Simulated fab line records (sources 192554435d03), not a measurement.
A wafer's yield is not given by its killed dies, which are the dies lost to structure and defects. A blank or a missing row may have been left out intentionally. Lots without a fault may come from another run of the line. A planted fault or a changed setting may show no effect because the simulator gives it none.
fab line records -- flow n5Finfet -- part 2 of 2: steps 5 to 6 of 6
record lots=21, wafers=63, lastDay=18
route steps=1938 shown SD_EPI_N@282 SD_EPI_P@304 ILD0@340 SDB@360
lots that met no fault: taken from a fault-free run of the same line
startH: hours from the record's opening day to when the first of the lot's shown wafers began -- waitH: how many hours have passed since the lot's step before this one -- " identical to the entry in the row above -- L1.1+2: a row that stands for several wafers -- - no value, or no start given -- * or withheld: withheld -- < > ~ a bound
route shown NAME@n: NAME is a module with steps in the file, n the number in the route of the first one -- usual: average and standard deviation across the fault-free wafers -- same: alike in all rows -- chamber/n: place in a boat -- sites: per-site readings -- _std_site: the standard deviation of these -- _edge_site: outer sites' mean less inner sites' -- radiusMm: for every site, how far away it sits from the centre of the wafer -- mask NAME#n: copy n -- behind: the most recent tool/chamber to have shaped the wafer -- hold: the reason the lot was held/the length of the hold in hours/how it ended -- device: whichever transistor did not switch (one of n, p or np) -- end of line: the route-end tests of the same wafers -- a step without rows: its recipe alone -- killed: the dies lost at the first sort to structure and to defects; this is not the yield of the wafer -- map: per-die view of a wafer (x killed, . not killed, _ where there is no die)
set.NAME: setting as actually run; set.NAME@STEP: the setting as run at that earlier step -- model.NAME: the simulator's own value behind a step, which no gauge read
the route's steps for a sample of lots (tables are steps, rows are wafers)
services: when a tool's chamber went out of use (startH, in hours from the record's first day, below 0 if earlier), for how many hours, and the reason
## steps
# step N5_ILD0_CMP_07
# recipe stopOn=poly-Si, material=SiO2_flowable, tOverpolishS=1.18, postCmpClean=alkalineBrush, downForcePsi=4.1491, platenRpm=51.796, padVelocityMS=1.0306, targetThkNm=138.88
# usual headPressurePsi=4.149/0.0099, motorCurrentA=12.7/1.2, slurryFilterDpKPa=13.49/0.14
# same tOverpolishS=1.18
lot.wafer,tool,chamber,startH,waitH,headPressurePsi,motorCurrentA,slurryFilterDpKPa
L074.3,cmp-04,2,60.68,0.1,4.158,12.5,13.46
L074.1,cmp-04,0,60.68,0.1,4.153,12.7,13.43
L074.5,cmp-04,1,60.68,0.1,4.155,13.7,13.62
L076.3,cmp-03,1,74.33,0.1,4.145,12.8,13.19
L076.1,cmp-03,2,74.33,0.1,4.123,12.5,13.38
L076.6,cmp-03,0,74.33,0.1,4.144,14.2,13.31
L077.1,cmp-01,3,84.13,0.1,4.151,11.1,13.55
L077.3,cmp-01,1,84.13,0.1,4.158,14.9,13.40
L077.5,cmp-01,3,84.13,0.1,4.146,11.5,13.52
L078.2,cmp-04,3,90.04,0.1,4.146,11.3,13.51
L078.4,cmp-04,1,90.04,0.1,4.136,13.8,13.60
L078.5,cmp-04,3,90.04,0.1,4.137,11.4,13.33
L079.4,cmp-03,0,93.57,0.0,4.162,14.6,13.30
L079.3,cmp-03,1,93.57,0.0,4.141,12.6,13.56
L079.6,cmp-03,0,93.57,0.0,4.149,13.9,13.62
L080.2,cmp-03,1,99.98,0.0,4.156,12.5,13.28
L080.1,cmp-03,3,99.98,0.0,4.141,13.0,13.79
L080.6,cmp-03,1,99.98,0.0,4.142,12.3,13.53
L081.2,cmp-03,1,115.63,0.0,4.159,12.3,13.34
L081.4,cmp-03,2,115.63,0.0,4.159,12.5,13.37
L081.5,cmp-03,1,115.63,0.0,4.160,12.6,13.50
L082.4,cmp-01,2,117.18,0.1,4.160,13.0,13.70
L082.2,cmp-01,3,117.18,0.1,4.131,11.6,13.52
L082.6,cmp-01,2,117.18,0.1,4.156,12.4,13.52
L083.2,cmp-01,0,119.93,0.1,4.134,11.1,13.57
L083.4,cmp-01,2,119.93,0.1,4.123,12.8,13.41
L083.5,cmp-01,0,119.93,0.1,4.146,11.1,13.42
L084.3,cmp-01,0,123.07,0.1,4.161,11.3,13.37
L084.4,cmp-01,1,123.07,0.1,4.161,14.6,13.41
L084.1,cmp-01,2,123.07,0.1,4.136,13.1,13.55
L086.1,cmp-04,2,141.80,0.1,4.141,13.4,13.58
L086.2,cmp-04,3,141.80,0.1,4.165,12.3,13.21
L086.5,cmp-04,1,141.80,0.1,4.147,13.0,13.31
L087.2,cmp-04,2,146.69,0.1,4.163,12.8,13.68
L087.4,cmp-04,3,146.69,0.1,4.143,12.1,13.24
L087.6,cmp-04,1,146.69,0.1,4.156,13.0,13.55
L088.2,cmp-04,3,149.58,0.2,4.151,12.5,13.25
L088.3,cmp-04,1,149.58,0.2,4.170,14.0,13.53
L088.5,cmp-04,0,149.58,0.2,4.144,12.6,13.49
L089.4,cmp-04,1,155.39,0.1,4.151,13.6,13.50
L089.2,cmp-04,2,155.39,0.1,4.156,13.4,13.55
L089.6,cmp-04,3,155.39,0.1,4.143,12.3,13.49
L091.2,cmp-01,2,163.85,0.0,4.154,13.3,13.52
L091.4,cmp-01,1,163.85,0.0,4.147,15.3,13.45
L091.6,cmp-01,2,163.85,0.0,4.151,13.5,13.32
L092.2,cmp-03,0,170.34,0.0,4.144,15.0,13.65
L092.6,cmp-03,0,170.34,0.0,4.136,14.8,13.60
L092.5,cmp-03,1,170.34,0.0,4.146,13.0,13.64
L093.4,cmp-01,1,177.01,0.1,4.150,14.6,13.44
L093.3,cmp-01,2,177.01,0.1,4.145,13.1,13.52
L093.5,cmp-01,3,177.01,0.1,4.154,11.8,13.59
L094.4,cmp-03,3,182.92,0.1,4.164,12.1,13.37
L094.6,cmp-03,0,182.92,0.1,4.149,14.6,13.68
L094.5,cmp-03,1,182.92,0.1,4.148,12.9,13.52
L095.1,cmp-01,3,188.55,0.1,4.155,10.9,13.54
L095.5,cmp-01,1,188.55,0.1,4.143,14.4,13.41
L095.6,cmp-01,2,188.55,0.1,4.137,12.7,13.36
L096.1,cmp-04,0,198.77,0.0,4.150,12.6,13.49
L096.2,cmp-04,1,198.77,0.0,4.148,13.8,13.50
L096.3,cmp-04,3,198.77,0.0,4.146,12.2,13.68
L097.4,cmp-01,1,203.25,0.1,4.141,14.1,13.59
L097.1,cmp-01,3,203.25,0.1,4.137,11.6,13.49
L097.5,cmp-01,0,203.25,0.1,4.150,11.1,13.50
# step N5_SDB_ETCH_17
# recipe chemistry=CF4, target=SiARC, targetDepthA=234, maskMaterial=CAR-ArF, timeS=39, ionEnergyEv=80, pressureMtorr=40, sourceW=545, biasW=36, Ar_flow_sccm=100, cf4FlowSccm=100, ends=cleared
# usual chamberPressureMTorr=40.00/0.036, drypumpMotorCurrentA=5.7/0.35, etchRfOnTimeS=38.1/1.1, oesProductAu=0.68/0.076, rfVppV=184.1/1.2, showerheadPlenumPTorr=2.15/0.073, throttleValvePct=15.69/0.24
lot.wafer,tool,chamber,startH,waitH,chamberPressureMTorr,drypumpMotorCurrentA,etchRfOnTimeS,oesProductAu,rfHoursCounterH,rfVppV,showerheadPlenumPTorr,throttleValvePct
L074.1,rieDiel-01,1,65.00,0.0,39.98,5.9,40.2,0.70,63,184.7,2.24,15.30
L074.3,rieDiel-01,0,65.00,0.0,40.02,6.2,36.6,0.73,78,185.4,2.18,15.72
L074.5,rieDiel-01,3,65.00,0.0,40.03,5.1,39.5,0.57,-,182.0,2.03,15.75
L076.1,rieDiel-03,1,78.51,0.0,40.05,5.4,37.3,0.64,178,182.2,2.05,15.85
L076.3,rieDiel-03,2,78.51,0.0,40.01,5.7,38.1,0.67,138,183.9,2.07,15.59
L076.6,rieDiel-03,3,78.51,0.0,40.00,5.6,36.0,0.79,-,183.9,2.19,15.40
L077.1,rieDiel-01,0,88.42,0.0,40.00,6.2,37.2,0.72,86,183.5,2.18,15.73
L077.3,rieDiel-01,3,88.42,0.0,39.97,5.1,39.0,0.57,230,184.0,2.02,15.75
L077.5,rieDiel-01,0,88.42,0.0,39.99,6.2,37.3,0.73,-,184.6,2.18,15.74
L078.2,rieDiel-03,2,94.28,0.0,39.97,5.7,38.4,0.66,143,182.9,2.07,15.59
L078.4,rieDiel-03,3,94.28,0.0,40.00,5.6,36.0,0.79,31,184.4,2.19,15.39
L078.5,rieDiel-03,1,94.28,0.0,39.99,5.4,37.4,0.64,-,183.7,2.05,15.85
L079.3,rieDiel-05,1,97.75,0.0,40.00,5.8,37.4,0.79,24,185.1,2.21,15.37
L079.4,rieDiel-05,1,97.75,0.0,39.99,5.8,37.7,0.79,-,184.6,2.21,15.37
L079.6,rieDiel-05,3,97.75,0.0,40.04,5.3,38.4,0.58,-,182.6,2.10,16.25
L080.1,rieDiel-05,3,104.42,0.0,39.99,5.3,37.7,0.58,248,183.2,2.10,16.25
L080.2,rieDiel-05,1,104.42,0.0,40.03,5.9,37.7,0.79,25,183.9,2.21,15.36
L080.6,rieDiel-05,0,104.42,0.0,40.02,5.8,38.6,0.66,-,183.6,2.11,15.50
L081.2,rieDiel-03,1,119.67,0.0,39.97,5.4,37.7,0.63,190,183.8,2.05,15.85
L081.4,rieDiel-03,3,119.67,0.0,40.00,5.6,36.4,0.77,40,185.8,2.19,15.39
L081.5,rieDiel-03,0,119.67,0.0,40.04,5.5,37.8,0.62,-,184.7,2.21,15.97
L082.2,rieDiel-01,1,121.30,0.0,40.03,5.9,39.0,0.71,81,184.7,2.23,15.37
L082.4,rieDiel-01,3,121.30,0.0,40.00,5.1,38.6,0.57,239,181.7,2.02,15.77
L082.6,rieDiel-01,2,121.30,0.0,40.02,6.2,39.9,0.59,-,184.6,2.20,15.94
L083.2,rieDiel-05,2,124.50,0.0,40.06,5.8,36.8,0.85,8,184.1,2.12,15.82
L083.4,rieDiel-05,2,124.50,0.0,39.98,5.9,36.7,0.84,-,184.1,2.12,15.82
L083.5,rieDiel-05,1,124.50,0.0,40.05,5.9,38.5,0.77,-,183.6,2.21,15.39
L084.1,rieDiel-01,3,127.05,0.0,39.95,5.1,38.8,0.57,241,182.2,2.02,15.78
L084.3,rieDiel-01,0,127.05,0.0,40.02,6.2,37.0,0.71,97,184.3,2.18,15.76
L084.4,rieDiel-01,2,127.05,0.0,40.04,6.1,40.0,0.59,247,184.9,2.20,15.95
L086.1,rieDiel-03,3,146.31,0.0,39.95,5.6,36.4,0.75,50,183.0,2.18,15.43
L086.2,rieDiel-03,1,146.31,0.0,39.95,5.3,37.7,0.63,200,183.8,2.05,15.88
L086.5,rieDiel-03,1,146.31,0.0,40.01,5.3,37.9,0.62,-,182.3,2.05,15.88
L087.2,rieDiel-01,0,150.79,0.0,39.99,6.2,37.1,0.71,108,184.5,2.17,15.77
L087.4,rieDiel-01,3,150.79,0.0,40.00,5.1,39.1,0.56,-,180.7,2.01,15.81
L087.6,rieDiel-01,1,150.79,0.0,40.02,5.9,39.8,0.68,-,185.7,2.23,15.35
L088.2,rieDiel-01,2,155.26,0.0,40.05,6.2,37.2,0.87,1,186.4,2.20,15.51
L088.3,rieDiel-01,1,155.26,0.0,39.93,5.9,40.1,0.68,97,184.5,2.23,15.37
L088.5,rieDiel-01,0,155.26,0.0,39.96,6.2,37.6,0.70,-,185.8,2.17,15.79
L089.2,rieDiel-03,0,159.70,0.0,39.99,5.5,37.8,0.62,187,184.3,2.20,16.00
L089.4,rieDiel-03,0,159.70,0.0,40.00,5.5,37.7,0.61,-,184.2,2.20,15.99
L089.6,rieDiel-03,1,159.70,0.0,39.98,5.4,37.4,0.62,-,183.3,2.04,15.89
L091.2,rieDiel-01,1,167.99,0.0,39.96,5.9,40.7,0.67,105,184.9,2.22,15.40
L091.4,rieDiel-01,1,167.99,0.0,40.09,5.9,40.6,0.68,-,184.5,2.23,15.38
L091.6,rieDiel-01,2,167.99,0.0,39.99,6.2,38.1,0.84,-,184.4,2.20,15.55
L092.2,rieDiel-03,2,174.99,0.0,39.98,5.7,38.7,0.64,166,184.3,2.06,15.63
L092.5,rieDiel-03,1,174.99,0.0,39.97,5.4,38.1,0.61,-,182.0,2.04,15.92
L092.6,rieDiel-03,0,174.99,0.0,39.94,5.5,37.5,0.62,-,186.2,2.20,16.01
L093.3,rieDiel-03,0,181.08,0.0,39.92,5.5,37.5,0.61,195,183.4,2.20,16.01
L093.4,rieDiel-03,3,181.08,0.0,40.01,5.6,36.8,0.73,64,184.3,2.18,15.46
L093.5,rieDiel-03,2,181.08,0.0,39.99,5.7,38.3,0.65,-,181.6,2.06,15.64
L094.4,rieDiel-01,3,189.39,0.0,40.03,5.1,38.3,0.82,4,186.0,2.27,15.28
L094.5,rieDiel-01,0,189.39,0.0,40.04,6.2,37.5,0.68,-,184.7,2.17,15.84
L094.6,rieDiel-01,1,189.39,0.0,40.00,6.0,40.0,0.66,-,184.7,2.22,15.40
L095.1,rieDiel-03,1,192.50,0.0,40.08,5.4,38.2,0.61,220,183.2,2.04,15.91
L095.5,rieDiel-03,2,192.50,0.0,39.99,5.7,38.3,0.64,-,182.0,2.06,15.65
L095.6,rieDiel-03,1,192.50,0.0,40.01,5.4,38.3,0.61,-,182.0,2.04,15.92
L096.1,rieDiel-01,2,202.93,0.0,40.00,6.2,37.6,0.81,27,184.8,2.19,15.57
L096.2,rieDiel-01,3,202.93,0.0,39.93,5.1,38.6,0.81,10,186.5,2.26,15.30
L096.3,rieDiel-01,0,202.93,0.0,40.00,6.2,37.3,0.68,137,185.0,2.16,15.84
L097.1,rieDiel-03,3,207.42,0.0,40.03,5.6,36.5,0.72,74,182.7,2.17,15.49
L097.4,rieDiel-03,0,207.42,0.0,39.99,5.6,38.1,0.60,206,185.6,2.20,16.02
L097.5,rieDiel-03,3,207.42,0.0,40.02,5.6,36.5,0.73,-,183.3,2.17,15.48
## services
tool,chamber,startH,hours,kind
plasmaAsher-01,-,27.37,0.7,repair
cmp-01,-,27.71,4.0,pm
rieDiel-02,-,27.88,28.1,pm
plasmaAsher-01,-,28.40,1.8,repair
rieDiel-03,-,33.78,0.2,repair
cmp-01,-,50.19,0.6,repair
plasmaAsher-01,-,51.81,2.8,pm
rieDiel-03,1,52.70,4.1,repair
rieDiel-03,2,60.98,1.8,repair
cmp-04,-,74.39,9.3,pm
plasmaAsher-02,-,84.93,11.0,repair
rieDiel-01,-,87.14,1.0,repair
rieDiel-02,3,87.44,2.6,repair
rieDiel-04,2,109.23,1.6,repair
rieDiel-06,2,112.41,19.7,repair
rieDiel-04,0,138.95,5.4,repair
cmp-01,-,138.97,12.9,pm
rieDiel-01,-,141.22,1.0,repair
rieDiel-03,3,149.91,2.5,repair
cmp-01,-,152.89,1.3,repair
rieDiel-02,1,177.11,5.9,repair
rieDiel-06,1,184.00,81.3,repair
rieDiel-02,3,191.84,6.5,repair
rieDiel-04,2,198.53,2.8,repair
